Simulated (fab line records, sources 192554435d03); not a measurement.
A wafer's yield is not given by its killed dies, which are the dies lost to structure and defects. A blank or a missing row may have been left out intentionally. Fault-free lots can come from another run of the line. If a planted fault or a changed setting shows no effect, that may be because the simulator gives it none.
2 desks looking at one fault    flow n5 finfet    each desk has only its own numbers; what lay behind them comes last

== FROM THE METROLOGY DESK ==
What the gauges read for every lot (on any tool): the sampled wafers with a number, averaged. Marked OUT: a lot whose mean sits more than 4 standard deviations from the usual mean, which makes it out of limits; the brackets give that distance. Of its 10 readings 7 are shown: those that lie furthest out on some lot.
Columns: A = DIBL_N at N5_BEOL_M4_RC_MEAS_101, usual 36.0 mV/V; B = DIBL_P at N5_BEOL_M4_RC_MEAS_101, usual 36.1 mV/V; C = IOFF_N at N5_BEOL_M4_RC_MEAS_101, usual 0.160 nA/um; D = IOFF_P at N5_BEOL_M4_RC_MEAS_101, usual 0.21 nA/um; E = SS_P at N5_BEOL_M4_RC_MEAS_101, usual 73.3 mV/dec; F = VT_N at N5_BEOL_M4_RC_MEAS_101, usual 250 mV; G = VT_P at N5_BEOL_M4_RC_MEAS_101, usual -249 mV
lot   first seen here  A     B     C      D     E     F    G
L313  day 9 12:30      35.8  37.1  0.166  0.21  73.9  250  -252
L328  day 13 06:37     33.4  35.1  0.136  0.21  73.1  253  -248
L326  day 13 09:56     35.9  35.1  0.158  0.19  73.0  247  -251
L330  day 13 14:01     37.7  39.4  0.202  0.29  74.2  245  -243
L329  day 13 15:26     35.6  35.5  0.149  0.22  73.0  251  -248
Finding of this desk: none of the 5 lots has anything out of limits.

== FOR THE TOOL OWNER'S DESK: rie diel-06 ==
The tool's own readings at N5_SD_EPI_N_ETCH_35 (etches SOC in N2/H2, overetch 108 nm, time 486 s): means of the sampled wafers that have a number, for each lot that ran on this tool. Marked OUT: a lot whose mean sits more than 4 standard deviations from the usual mean, which makes it out of limits; the brackets give that distance. Of its 8 readings 7 are shown: those that lie furthest out on some lot.
Columns: A = bias w at N5_SD_EPI_N_ETCH_35, usual 133.0 W; B = chamber pressure mTorr at N5_SD_EPI_N_ETCH_35, usual 20.001 mTorr; C = drypump motor current A at N5_SD_EPI_N_ETCH_35, usual 5.6 A; D = oes product au at N5_SD_EPI_N_ETCH_35, usual 0.73 a.u.; E = showerhead plenum p Torr at N5_SD_EPI_N_ETCH_35, usual 2.50 Torr; F = temp c at N5_SD_EPI_N_ETCH_35, usual 40.01 C; G = throttle valve pct at N5_SD_EPI_N_ETCH_35, usual 23.9 %
lot   first seen here  A      B       C    D     E     F      G
L313  day 4 13:59      133.1  20.013  5.1  0.74  2.47  40.00  24.0
L328  day 8 07:12      133.3  20.012  6.0  0.82  2.48  39.97  23.8
Finding of this desk: none of the 2 lots has anything out of limits.

== TAKEN TOGETHER ==
Nothing out of limits was seen by the metrology desk.
The desk of the tool owner found nothing out of limits.

== WHAT HAD BEEN PUT IN BY THE SIMULATOR ==
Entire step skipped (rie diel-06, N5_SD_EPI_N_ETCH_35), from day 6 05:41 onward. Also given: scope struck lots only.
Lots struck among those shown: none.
